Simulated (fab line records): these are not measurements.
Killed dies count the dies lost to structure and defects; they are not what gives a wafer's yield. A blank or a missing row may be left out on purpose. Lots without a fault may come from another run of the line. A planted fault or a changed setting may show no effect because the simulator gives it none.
Chamber matching    flow nand harc    NHARC_A_STAIRCASE_CMP_450 on cmp-02: 4 sister chambers
The step polishes SiO2, target thk 200 nm. 8 wafers are shown with their chamber, then 8 later ones without.

WAFERS PAIRED WITH THEIR CHAMBERS
wafer   chamber  motor current A (A)
L084.6  2        12.2
L085.1  1        12.4
L085.3  2        12.2
L085.5  3        12.4
L087.2  3        12.3
L087.4  0        12.4
L087.6  0        12.5
L090.1  1        12.4

WAFERS WHOSE CHAMBER IS MISSING
wafer   motor current A (A)
L090.2  11.7
L090.6  12.1
L094.1  12.8
L094.3  11.6
L094.4  12.9
L092.4  11.8
L092.5  11.9
L092.6  12.1

WHICH CHAMBER EACH WENT THROUGH
wafer    from the rows above            in truth
L090.2   2                              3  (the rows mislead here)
L090.6   2                              2
L094.1   can't be placed: 0 or 1 or 3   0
L094.3   2                              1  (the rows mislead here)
L094.4   can't be placed: 0 or 1 or 3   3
L092.4   2                              2
L092.5   2                              2
L092.6   2                              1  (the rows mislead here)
Correct placement for 3 of the 8. These rows do not allow placing 2 (true chamber among the candidates in 2). Wrongly placed: 3.
How it was worked out, from the rows above alone: a wafer's distance from a chamber is the root of the sum, over the readings, of the square of ((its reading less the chamber's mean) divided by the reading's scatter). If the next closest chamber is less than 2 further off than the closest, the wafer can't be placed; otherwise it belongs to the closest. A chamber's mean is the mean of its shown wafers. The scatter: the root of (the sum of the squares of (reading less its chamber's mean) over the shown wafers, divided by (wafers less chambers)).
